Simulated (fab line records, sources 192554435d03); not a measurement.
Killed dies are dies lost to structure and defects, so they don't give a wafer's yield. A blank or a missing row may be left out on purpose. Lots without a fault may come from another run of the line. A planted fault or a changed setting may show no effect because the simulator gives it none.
Chamber matching | flow n5_finfet | N5_BEOL_M9_ILD_DEP_00 on pecvd-03: 3 sister chambers
The step deposits SiCOH lowk from DEMS/porogen, target thk 308.51 nm, time 58 s. 6 wafers are shown with their chamber, then 12 later ones without.

WAFERS WITH THEIR CHAMBER
wafer  | chamber | throttle_valve_pct (%) | showerhead_plenum_p_Torr (Torr)
L088.5 | 1       | 13.0                   | 5.747
L090.5 | 1       | 12.9                   | 5.750
L092.5 | 0       | 13.9                   | 5.785
L091.1 | 2       | 12.9                   | 5.753
L091.3 | 0       | 14.0                   | 5.777
L091.6 | 2       | 13.0                   | 5.751

WAFERS WITHOUT THEIR CHAMBER
wafer  | throttle_valve_pct (%) | showerhead_plenum_p_Torr (Torr)
L094.2 | 13.1                   | 5.745
L094.3 | 13.9                   | 5.775
L094.4 | 13.7                   | 5.770
L095.4 | 13.8                   | 5.763
L095.5 | 13.1                   | 5.745
L095.6 | 13.1                   | 5.746
L096.1 | 13.9                   | 5.768
L096.3 | 13.2                   | 5.747
L096.5 | 13.0                   | 5.754
L097.2 | 13.8                   | 5.762
L097.4 | 13.8                   | 5.764
L097.5 | 13.1                   | 5.757

WHICH CHAMBER EACH WENT THROUGH
wafer  | from the rows above     | in truth
L094.2 | can't be placed: 1 or 2 | 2
L094.3 | 0                       | 0
L094.4 | 0                       | 0
L095.4 | 0                       | 0
L095.5 | can't be placed: 1 or 2 | 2
L095.6 | can't be placed: 1 or 2 | 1
L096.1 | 0                       | 0
L096.3 | can't be placed: 1 or 2 | 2
L096.5 | can't be placed: 2 or 1 | 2
L097.2 | 0                       | 0
L097.4 | 0                       | 0
L097.5 | can't be placed: 2 or 1 | 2
Placed correctly: 6 of 12. Can't be placed from these rows: 6 (the true chamber is among the candidates in 6). Placed wrongly: 0.
How it was worked out, from the rows above alone: a wafer's distance from a chamber is the root of the sum, over the readings, of the square of ((its reading less the chamber's mean) divided by the reading's scatter). The wafer belongs to the nearest chamber; if the next one is less than 2 further off, it can't be placed. A chamber's mean is the mean of its shown wafers. The scatter: the root of (the sum of the squares of (reading less its chamber's mean) over the shown wafers, divided by (wafers less chambers)).
